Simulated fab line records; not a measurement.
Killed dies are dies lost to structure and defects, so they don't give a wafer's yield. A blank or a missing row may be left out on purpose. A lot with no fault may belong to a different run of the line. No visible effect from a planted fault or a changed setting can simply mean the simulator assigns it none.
fab line records	flow nand-harc
record: lots: 5	wafers: 15	last-day: 32
route steps=1302 shown A_CHANNEL_FILL_D1@505 A_DECK1_JOINT@518
lots that met no fault: from a run of the same line without faults
start-h: the number of hours between the record's first day and the start of the first shown wafer of the lot	wait-h: hours from the lot's prior step to this one	" the same as in the row above	L1.1+2: several wafers, shown together as one row	- no value, or no start given	* or withheld: withheld	< > ~ a bound
route shown NAME@n: NAME is a module with steps in the file, n the number in the route of the first one	usual: mean and standard deviation over wafers with no fault	same: alike in all rows	chamber/n: place in a boat	sites: each site's reading	_std_site: their standard deviation	_edge_site: outer sites' mean less inner sites'	radius-mm: how far each site lies from the wafer's centre	mask NAME#n: copy n	behind: the most recent tool/chamber to have shaped the wafer	hold: why the lot went on hold/how many hours it stayed there/how the hold came to an end	device: the transistor (n, p or np) that didn't switch	end of line: tests of these same wafers at the route's end	step lacking rows: just its recipe	killed: dies lost to structure and defects at the first sort, not the wafer's yield	map: shows each die of a wafer: x if killed, . if not, _ if none is there
set.NAME: the setting the step ran with; set.NAME@STEP: the setting that earlier step ran with	model.NAME: the simulator's own value behind a step, which no gauge read
lots seen at some steps along the route; tables by step, rows by wafer
services: when a tool's chamber went out of use (start-h, in hours from the record's first day, below 0 if earlier), for how many hours, and the reason
== steps ==
step: NHARC_A_CHANNEL_FILL_D1_ANNEAL_22
recipe: temp-c: 620	time-s: 7200
lot.wafer	tool	chamber	start-h	wait-h
L076.3+4+5	furnace-07	0	248.06	3.3
L078.1+2+6	furnace-06	0	263.35	3.5
L079.1+3+6	furnace-06	0	263.35	3.5
L093.1+2+3	furnace-06	0	416.19	4.6
L094.4+5+6	furnace-06	0	416.19	4.6
step: NHARC_A_CHANNEL_FILL_D1_THK_MEAS_06
recipe: thk-meas-gauge: ellipsometry
usual: thk-nm: 5.0/0.93
lot.wafer	tool	chamber	start-h	wait-h	thk-nm
L076.3	film-metro-01	-	252.07	0.4	5.0
L076.4	"	-	"	"	3.9
L076.5	"	-	"	"	5.2
L078.1	film-metro-02	-	267.35	0.4	6.9
L078.2	"	-	"	"	6.0
L078.6	"	-	"	"	5.5
L079.1	film-metro-01	-	267.35	0.4	5.7
L079.3	"	-	"	"	5.0
L079.6	"	-	"	"	4.5
L094.4	film-metro-02	-	420.31	0.4	5.7
L094.5	"	-	"	"	3.6
L094.6	"	-	"	"	5.3
L093.1	film-metro-01	-	420.33	0.4	4.3
L093.2	"	-	"	"	2.8
L093.3	"	-	"	"	3.6
step: NHARC_A_CHANNEL_FILL_D1_ALD_25
recipe: target-thk-a: 600	pulse-time-s: 10	ald-cycles: 600	temp-c: 300	material: SiOx
usual: heater-power-w: 437/43	precursor-pulse-height-rel: 0.999/0.021
lot.wafer	tool	chamber	start-h	wait-h	heater-power-w	precursor-pulse-height-rel
L076.3	ald-hk-04	0	252.74	0.7	464	1.020
L076.4	"	1	"	"	397	0.968
L076.5	"	3	254.61	2.5	464	0.959
L079.1	ald-hk-02	1	267.40	0.1	455	1.025
L079.3	"	2	"	"	418	1.008
L079.6	"	2	270.55	3.2	417	1.002
L078.2	ald-hk-01	0	267.40	0.1	452	0.983
L078.1	"	1	"	"	520	1.025
L078.6	"	0	269.81	2.5	444	1.019
L093.3	ald-hk-01	0	420.38	0.1	427	1.015
L093.1	"	2	421.61	1.3	455	0.990
L093.2	"	3	"	"	401	1.016
L094.4	ald-hk-04	1	420.98	0.7	385	0.946
L094.6	"	0	422.83	2.5	476	0.995
L094.5	"	1	"	"	383	1.023
step: NHARC_A_CHANNEL_FILL_D1_ETCHBACK_08
recipe: target-depth-a: 2200	time-s: 110	c4f8-flow-sccm: 20	ar-flow-sccm: withheld	rf-w: 600	bias-w: 300	chemistry: C4F8
usual: oes-product-au: 0.95/0.034	rf-vpp-V: 439.6/2.4
lot.wafer	tool	chamber	start-h	wait-h	oes-product-au	rf-hours-counter-h	rf-vpp-V
L076.4	rie-diel-08	0	-	-	0.98	3	438.4
L076.3	"	1	"	"	0.97	3	445.7
L076.5	"	0	"	"	0.99	-	437.4
L078.1	rie-diel-13	2	-	-	0.92	8	436.9
L078.2	"	3	"	"	0.92	6	440.8
L078.6	"	1	"	"	0.93	-	439.2
L079.1	rie-diel-09	3	-	-	0.91	6	439.0
L079.3	"	1	"	"	0.90	5	444.8
L079.6	"	0	"	"	0.91	-	437.5
L093.3	rie-diel-08	2	-	-	0.92	3	443.2
L093.2	"	3	"	"	0.90	3	438.1
L093.1	"	0	"	"	0.92	3	437.2
L094.4	rie-diel-09	3	-	-	1.02	4	438.6
L094.6	"	0	"	"	1.00	-	439.9
L094.5	"	1	"	"	0.98	-	445.0
step: NHARC_A_CHANNEL_FILL_D1_STRIP_29
recipe: time-s: 20	o2-flow-sccm: 500	ar-flow-sccm: 0	bias-w: 0	chemistry: O2
usual: drypump-motor-current-A: 5.3/0.45	oes-product-au: 0.994/0.009	rf-vpp-V: 57.6/0.87	showerhead-plenum-p-Torr: 3.47/0.13	throttle-valve-pct: 17.035/0.0094
same: bias-w: 0
lot.wafer	tool	chamber	start-h	wait-h	drypump-motor-current-A	oes-product-au	rf-hours-counter-h	rf-vpp-V	showerhead-plenum-p-Torr	throttle-valve-pct
L076.4	rie-diel-08	1	-	-	5.1	0.993	3	59.1	3.79	17.035
L076.3	"	2	"	"	4.9	1.004	3	57.6	3.59	17.052
L076.5	"	0	"	"	5.0	1.011	-	57.2	3.38	17.029
L078.1	rie-diel-13	2	-	-	6.2	0.991	8	57.5	3.35	17.050
L078.2	"	3	"	"	5.1	1.007	6	58.2	3.49	17.035
L078.6	"	3	"	"	5.1	1.005	-	58.6	3.49	17.036
L079.1	rie-diel-09	0	-	-	5.8	0.980	6	57.5	3.43	17.040
L079.3	"	1	"	"	5.8	0.985	5	59.6	3.72	17.046
L079.6	"	1	"	"	5.8	0.984	-	56.7	3.72	17.042
L093.1	rie-diel-08	2	-	-	4.8	0.983	3	57.9	3.59	17.039
L093.3	"	3	"	"	5.2	0.979	3	56.1	3.33	17.026
L093.2	"	0	"	"	5.0	1.004	3	57.7	3.37	17.026
L094.4	rie-diel-09	0	-	-	5.8	1.002	4	57.6	3.42	17.041
L094.6	"	3	"	"	5.1	1.011	-	58.7	3.38	17.046
L094.5	"	0	"	"	5.7	0.991	-	57.9	3.42	17.044
step: NHARC_A_CHANNEL_FILL_D1_PRECLEAN_30
recipe: time-s: 30	chemistry: dHF
lot.wafer	tool	chamber	start-h	wait-h
L076.4+5+3	wet-bench-02	2,3,4	257.96	-
L078.2+6+1	wet-bench-02	5,0,2	273.12	-
L079.1+3+6	wet-bench-07	5,6,1	273.28	-
L093.2+3+1	wet-bench-01	3,5,6	426.15	-
L094.6+5+4	wet-bench-07	5,6,7	426.19	-
step: NHARC_A_CHANNEL_FILL_D1_SRD_31
lot.wafer	tool	chamber	start-h	wait-h
L076.4+5+3	wet-bench-02	2,3,4	257.99	0.0
L078.2+6+1	wet-bench-02	5,0,2	273.15	0.0
L079.1+3+6	wet-bench-07	5,6,1	273.30	0.0
L093.2+3+1	wet-bench-01	3,5,6	426.18	0.0
L094.6+5+4	wet-bench-07	5,6,7	426.20	0.0
step: NHARC_A_CHANNEL_FILL_D1_CVD_09
recipe: target-thk-a: 1500	temp-c: 620	pressure-mtorr: 200	time-s: 3000	material: poly-Si
lot.wafer	tool	chamber	start-h	wait-h
L076.3+4+5	lpcvd-poly-03	0	260.13	2.1
L078.1+2+6	lpcvd-poly-01	0	275.60	2.4
L079.1+3+6	lpcvd-poly-01	0	275.60	2.3
L093.1+2+3	lpcvd-poly-03	0	428.45	2.3
L094.4+5+6	lpcvd-poly-03	0	428.45	2.2
step: NHARC_A_CHANNEL_FILL_D1_CMP_10
recipe: target-thk-nm: 150
usual: motor-current-A: 12.5/1.2	time-to-endpoint-s: 14.4/1.9
lot.wafer	tool	chamber	start-h	wait-h	motor-current-A	time-to-endpoint-s
L076.4	cmp-01	0	263.34	0.4	12.0	13.3
L076.3	"	1	"	"	11.1	17.2
L076.5	"	3	"	"	13.3	15.7
L078.1	cmp-01	2	278.77	0.4	11.9	15.6
L078.2	"	1	"	"	10.7	14.3
L078.6	"	3	"	"	13.2	12.8
L079.3	cmp-04	3	278.77	0.4	12.0	14.8
L079.1	"	0	"	"	13.6	16.7
L079.6	"	3	"	"	12.6	15.1
L093.3	cmp-03	0	431.61	0.4	11.3	14.0
L093.1	"	2	"	"	14.2	9.9
L093.2	"	3	"	"	12.9	14.3
L094.4	cmp-01	2	431.68	0.4	12.0	11.6
L094.6	"	3	"	"	13.6	12.1
L094.5	"	0	"	"	12.8	11.3
step: NHARC_A_CHANNEL_FILL_D1_SRD_12
lot.wafer	tool	chamber	start-h	wait-h
L076.3+5+4	wet-bench-07	6,7,1	263.61	0.0
L079.1+3+6	wet-bench-02	5,6,7	279.07	0.1
L078.2+1+6	wet-bench-07	3,4,6	279.08	0.1
L093.2+1+3	wet-bench-01	1,2,4	431.91	0.0
L094.4+6+5	wet-bench-02	4,6,7	431.91	0.0
step: NHARC_A_CHANNEL_FILL_D1_INSPECT_13
usual: raw-defect-count: 290/100
lot.wafer	tool	chamber	start-h	wait-h	raw-defect-count
L076.3	defect-inspect-01	-	263.73	0.0	299
L076.4	"	-	"	"	343
L076.5	"	-	"	"	305
L079.1	defect-inspect-01	-	279.18	0.0	233
L079.3	"	-	"	"	467
L079.6	"	-	"	"	289
L078.1	defect-inspect-01	-	279.20	0.0	427
L078.2	"	-	"	"	510
L078.6	"	-	"	"	273
L093.1	defect-inspect-02	-	432.02	0.0	350
L093.2	"	-	"	"	216
L093.3	"	-	"	"	245
L094.4	defect-inspect-01	-	432.02	0.0	255
L094.5	"	-	"	"	275
L094.6	"	-	"	"	184
step: NHARC_A_DECK1_JOINT_ETCHBACK_07
recipe: target-depth-a: 1050	time-s: 26.9	hbr-flow-sccm: 150	rf-w: 350	icp-w: 350	bias-w: 60	chemistry: HBr
usual: bias-w: 60.02/0.16	drypump-motor-current-A: 5.7/0.56	hbr-flow-sccm: 150.0/0.46	oes-product-au: 1.001/0.0091	throttle-valve-pct: 23.267/0.0088
lot.wafer	tool	chamber	start-h	wait-h	bias-w	drypump-motor-current-A	hbr-flow-sccm	oes-product-au	rf-hours-counter-h	throttle-valve-pct
L076.4	rie-si-01	3	263.81	0.1	60.24	5.6	149.9	1.011	0.45	23.260
L076.3	"	0	"	"	60.02	6.4	150.1	1.011	0.42	23.269
L076.5	"	1	"	"	60.00	6.4	150.6	1.015	-	23.271
L079.3	rie-si-05	2	279.25	0.1	59.87	6.4	149.9	1.012	0.87	23.250
L079.1	"	3	"	"	60.08	6.3	150.7	0.987	0.76	23.275
L079.6	"	1	"	"	59.73	5.0	150.7	1.003	-	23.281
L078.1	rie-si-01	1	279.27	0.1	60.10	6.4	149.9	1.002	0.58	23.264
L078.2	"	3	"	"	60.39	5.5	149.3	0.998	0.59	23.260
L078.6	"	2	"	"	60.11	5.6	149.8	0.998	-	23.257
L093.3	rie-si-01	2	432.08	0.1	60.18	5.6	150.1	0.984	0.28	23.260
L093.1	"	0	"	"	60.36	6.4	149.2	1.001	0.31	23.271
L093.2	"	1	"	"	60.28	6.3	150.0	0.998	0.39	23.263
L094.4	rie-si-05	3	432.11	0.1	60.33	6.3	149.8	0.992	0.75	23.291
L094.6	"	1	"	"	60.00	4.9	150.2	1.002	-	23.275
L094.5	"	2	"	"	59.92	6.4	150.2	1.006	-	23.280
step: NHARC_A_DECK1_JOINT_ETCH_25
recipe: target-depth-a: 5	chemistry: dHF	material: SiO2
lot.wafer	tool	chamber	start-h	wait-h
L076.5+3+4	wet-bench-09	4,5,6	263.95	0.1
L079.1+6+3	wet-bench-09	3,5,6	279.38	0.1
L078.1+2+6	wet-bench-06	3,4,0	279.41	0.1
L093.3+2+1	wet-bench-09	2,4,6	432.23	0.1
L094.6+5+4	wet-bench-06	0,1,2	432.23	0.1
step: NHARC_A_DECK1_JOINT_ETCH_19
recipe: temp-c: 25	target-depth-a: 30	chemistry: TMAH	material: poly-Si
lot.wafer	tool	chamber	start-h	wait-h
L076.5+3+4	wet-bench-09	4,5,6	263.98	0.0
L079.1+6+3	wet-bench-09	3,5,6	279.41	0.0
L078.1+2+6	wet-bench-06	3,4,0	279.45	0.0
L093.3+2+1	wet-bench-09	2,4,6	432.27	0.0
L094.6+5+4	wet-bench-06	0,1,2	432.27	0.0
step: NHARC_A_DECK1_JOINT_ETCH_18
recipe: target-depth-a: 30	chemistry: dHF	material: SiO2
lot.wafer	tool	chamber	start-h	wait-h
L076.5+3+4	wet-bench-09	4,5,6	-	-
L079.1+6+3	wet-bench-09	3,5,6	-	-
L078.1+2+6	wet-bench-06	3,4,0	-	-
L093.3+2+1	wet-bench-09	2,4,6	-	-
L094.6+5+4	wet-bench-06	0,1,2	-	-
step: NHARC_A_DECK1_JOINT_WET_08
recipe: temp-c: 160	time-s: 86	chemistry: H3PO4
usual: bath-guard-temp-C: 159.91/0.28
lot.wafer	tool	chamber	start-h	wait-h	bath-guard-temp-C
L076.3	wet-h3po4-01	0	265.77	-	159.72
L076.4	"	0	"	"	159.75
L076.5	"	0	"	"	159.25
L078.1	wet-h3po4-01	0	281.22	-	159.65
L078.2	"	0	"	"	159.94
L078.6	"	0	"	"	159.53
L079.1	wet-h3po4-01	1	281.22	-	160.10
L079.3	"	1	"	"	160.20
L079.6	"	1	"	"	160.32
L093.1	wet-h3po4-02	0	434.07	-	159.78
L093.2	"	0	"	"	160.21
L093.3	"	0	"	"	160.29
L094.4	wet-h3po4-02	0	434.07	-	160.36
L094.5	"	0	"	"	160.19
L094.6	"	0	"	"	159.98
step: NHARC_A_DECK1_JOINT_ETCH_09
recipe: target-depth-a: 50	chemistry: dHF	material: SiO2
lot.wafer	tool	chamber	start-h	wait-h
L076.5+3+4	wet-bench-09	5,6,7	266.33	0.0
L079.1+6+3	wet-bench-06	4,6,7	281.78	0.0
L078.2+6+1	wet-bench-04	2,3,6	281.78	0.0
L094.4+6+5	wet-bench-06	2,3,4	434.61	0.0
L093.3+1+2	wet-bench-09	6,7,3	434.62	0.0
step: NHARC_A_DECK1_JOINT_WET_10
recipe: temp-c: 160	time-s: 86	chemistry: H3PO4
usual: bath-guard-temp-C: 159.89/0.28
lot.wafer	tool	chamber	start-h	wait-h	bath-guard-temp-C
L076.3	wet-h3po4-01	0	268.02	1.7	159.86
L076.4	"	0	"	"	159.66
L076.5	"	0	"	"	159.77
L078.1	wet-h3po4-01	0	283.46	1.7	159.68
L078.2	"	0	"	"	159.83
L078.6	"	0	"	"	159.78
L079.1	wet-h3po4-01	0	283.46	1.7	159.78
L079.3	"	0	"	"	159.66
L079.6	"	0	"	"	159.54
L093.1	wet-h3po4-01	0	436.32	1.7	159.63
L093.2	"	0	"	"	159.63
L093.3	"	0	"	"	159.68
L094.4	wet-h3po4-01	0	436.32	1.7	159.83
L094.5	"	0	"	"	159.61
L094.6	"	0	"	"	160.02
step: NHARC_A_DECK1_JOINT_ETCH_11
recipe: target-depth-a: 350	chemistry: dHF	material: SiO2
lot.wafer	tool	chamber	start-h	wait-h
L076.3+5+4	wet-bench-06	5,0,1	268.57	0.0
L079.3+1+6	wet-bench-09	6,0,3	284.01	0.0
L078.6+2+1	wet-bench-06	6,0,3	284.01	0.0
L094.5+4+6	wet-bench-06	4,5,6	436.86	0.0
L093.2+3+1	wet-bench-09	0,2,3	436.91	0.1
step: NHARC_A_DECK1_JOINT_CVD_12
recipe: target-thk-a: 900	temp-c: 620	pressure-mtorr: 200	time-s: 1800	material: poly-Si
lot.wafer	tool	chamber	start-h	wait-h
L076.3+4+5	lpcvd-poly-04	0	271.22	2.6
L078.1+2+6	lpcvd-poly-04	0	286.67	2.5
L079.1+3+6	lpcvd-poly-04	0	286.67	2.6
L093.1+2+3	lpcvd-poly-04	0	439.51	2.5
L094.4+5+6	lpcvd-poly-04	0	439.51	2.6
== services ==
tool	chamber	start-h	hours	kind
cmp-01	-	226.40	0.6	repair
wet-bench-07	-	227.81	1.8	repair
cmp-01	-	240.47	2.1	repair
wet-bench-02	-	244.00	8.0	pm
furnace-06	-	246.13	4.6	repair
rie-diel-08	1	258.04	2.9	repair
cmp-01	-	259.44	0.5	repair
wet-bench-01	-	277.60	8.0	pm
cmp-01	-	283.50	4.0	pm
rie-diel-09	-	320.10	9.0	pm
wet-h3po4-01	-	324.23	1.9	repair
wet-bench-07	-	336.00	8.0	pm
wet-h3po4-01	-	336.94	8.0	pm
wet-bench-02	-	338.33	2.0	repair
wet-bench-09	-	352.80	8.0	pm
rie-diel-08	-	367.80	9.0	pm
wet-bench-06	-	369.64	8.0	pm
rie-si-01	-	370.00	9.0	pm
cmp-01	-	381.50	4.0	pm
lpcvd-poly-03	-	386.00	26.0	pm
wet-bench-06	-	393.98	1.9	repair
wet-bench-02	-	420.00	8.0	pm
wet-h3po4-01	-	424.14	3.5	repair
rie-diel-09	3	428.65	2.7	repair
== key ==
fault none
